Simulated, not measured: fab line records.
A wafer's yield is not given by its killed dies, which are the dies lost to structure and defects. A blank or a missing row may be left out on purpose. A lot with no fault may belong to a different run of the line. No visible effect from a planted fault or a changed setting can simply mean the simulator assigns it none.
Which tool did it? / flow n5Finfet / 11 lots with 33 wafers sampled at 4 steps, on a route of 1938 steps

## WHAT THE GAUGES READ, wafer by wafer
N5_BEOL_M10_CD_MEAS_28 targets a cd of 70 nm.
lot=L077; measured=day 11 00:59; on=cdSem-02; cdNm (nm)=71.2 70.7 71.9
lot=L076; measured=day 11 01:02; on=cdSem-02; cdNm (nm)=70.2 69.8 70.3
lot=L080; measured=day 11 20:16; on=cdSem-01; cdNm (nm)=70.8 69.0 69.8
lot=L082; measured=day 12 07:26; on=cdSem-01; cdNm (nm)=67.9 68.1 68.7
lot=L083; measured=day 13 00:24; on=cdSem-02; cdNm (nm)=70.8 69.8 69.6
lot=L088; measured=day 13 21:58; on=cdSem-01; cdNm (nm)=69.8 71.4 70.5
lot=L086; measured=day 14 00:58; on=cdSem-02; cdNm (nm)=68.9 70.2 68.2
lot=L090; measured=day 14 06:52; on=cdSem-01; cdNm (nm)=69.0 69.5 69.4
lot=L091; measured=day 14 19:33; on=cdSem-03; cdNm (nm)=68.4 69.5 69.5
lot=L094; measured=day 15 17:09; on=cdSem-01; cdNm (nm)=71.0 71.2 70.3
lot=L097; measured=day 15 20:24; on=cdSem-03; cdNm (nm)=71.2 70.4 68.9

## WHICH TOOL RAN EACH LOT (tool, then ch and the chambers of the sampled wafers, then the start)
lot=L077; N5_BEOL_M9_ANNEAL_51=rtpAnneal-01 ch 0, day 10 16:12; N5_BEOL_M10_CURE_71=uvCure-03 ch 1, day 10 17:17; N5_BEOL_M10_STRIP_67=rieDiel-01 ch 0,1,3, day 10 21:34
lot=L076; N5_BEOL_M9_ANNEAL_51=rtpAnneal-02 ch 0, day 10 18:38; N5_BEOL_M10_CURE_71=uvCure-03 ch 2, day 10 19:34; N5_BEOL_M10_STRIP_67=rieDiel-06 ch 1,2,3, day 10 22:27
lot=L080; N5_BEOL_M9_ANNEAL_51=rtpAnneal-01 ch 0, day 11 15:13; N5_BEOL_M10_CURE_71=uvCure-01 ch 0, day 11 16:18; N5_BEOL_M10_STRIP_67=rieDiel-01 ch 0,1,3, day 11 18:38
lot=L082; N5_BEOL_M9_ANNEAL_51=rtpAnneal-02 ch 0, day 11 22:45; N5_BEOL_M10_CURE_71=uvCure-03 ch 2, day 11 23:41; N5_BEOL_M10_STRIP_67=rieDiel-02 ch 0,1, day 12 04:02
lot=L083; N5_BEOL_M9_ANNEAL_51=rtpAnneal-02 ch 0, day 12 20:06; N5_BEOL_M10_CURE_71=uvCure-02 ch 0, day 12 20:59; N5_BEOL_M10_STRIP_67=rieDiel-01 ch 0,1, day 12 23:44
lot=L088; N5_BEOL_M9_ANNEAL_51=rtpAnneal-01 ch 0, day 13 16:18; N5_BEOL_M10_CURE_71=uvCure-03 ch 0, day 13 17:11; N5_BEOL_M10_STRIP_67=rieDiel-01 ch 1,2, day 13 19:45
lot=L086; N5_BEOL_M9_ANNEAL_51=rtpAnneal-01 ch 0, day 13 18:55; N5_BEOL_M10_CURE_71=uvCure-02 ch 0, day 13 19:50; N5_BEOL_M10_STRIP_67=rieDiel-06 ch 0,1,2, day 13 23:10
lot=L090; N5_BEOL_M9_ANNEAL_51=rtpAnneal-02 ch 0, day 14 03:08; N5_BEOL_M10_CURE_71=uvCure-01 ch 2, day 14 04:00; N5_BEOL_M10_STRIP_67=rieDiel-01 ch 1,3, day 14 06:06
lot=L091; N5_BEOL_M9_ANNEAL_51=rtpAnneal-01 ch 0, day 14 14:11; N5_BEOL_M10_CURE_71=uvCure-03 ch 2, day 14 15:04; N5_BEOL_M10_STRIP_67=rieDiel-01 ch 0,2,3, day 14 18:09
lot=L094; N5_BEOL_M9_ANNEAL_51=rtpAnneal-02 ch 0, day 15 12:22; N5_BEOL_M10_CURE_71=uvCure-03 ch 2, day 15 13:16; N5_BEOL_M10_STRIP_67=rieDiel-02 ch 1,2, day 15 16:31
lot=L097; N5_BEOL_M9_ANNEAL_51=rtpAnneal-01 ch 0, day 15 16:54; N5_BEOL_M10_CURE_71=uvCure-01 ch 1, day 15 17:49; N5_BEOL_M10_STRIP_67=rieDiel-06 ch 1,2, day 15 19:27
- N5_BEOL_M9_ANNEAL_51: time 90 s.
- N5_BEOL_M10_CURE_71: cures SiCOH lowk, time 240 s.
- N5_BEOL_M10_STRIP_67: strips in CF4.

## THE ANSWER, worked out from the rows above alone
Rule: what is usual is taken from the lots themselves. Put in order of their means at a reading, lots are off if they are a third of the lots or fewer, leave a main group of 4 or more, and stand apart from it by a gap of 3 or more times the standard deviation of the main group's means; of several such gaps the widest counts. A main group is skipped when, at the precision printed for the reading in the tables above, its means are all equal. A lot without any number at a reading at which 4 lots or more have one is off too. Where the step has rows for the other lots, those lots are counted as sound.
No lot is off at any reading shown: from this, nothing can be told.

## WHAT WAS PUT IN BY THE SIMULATOR
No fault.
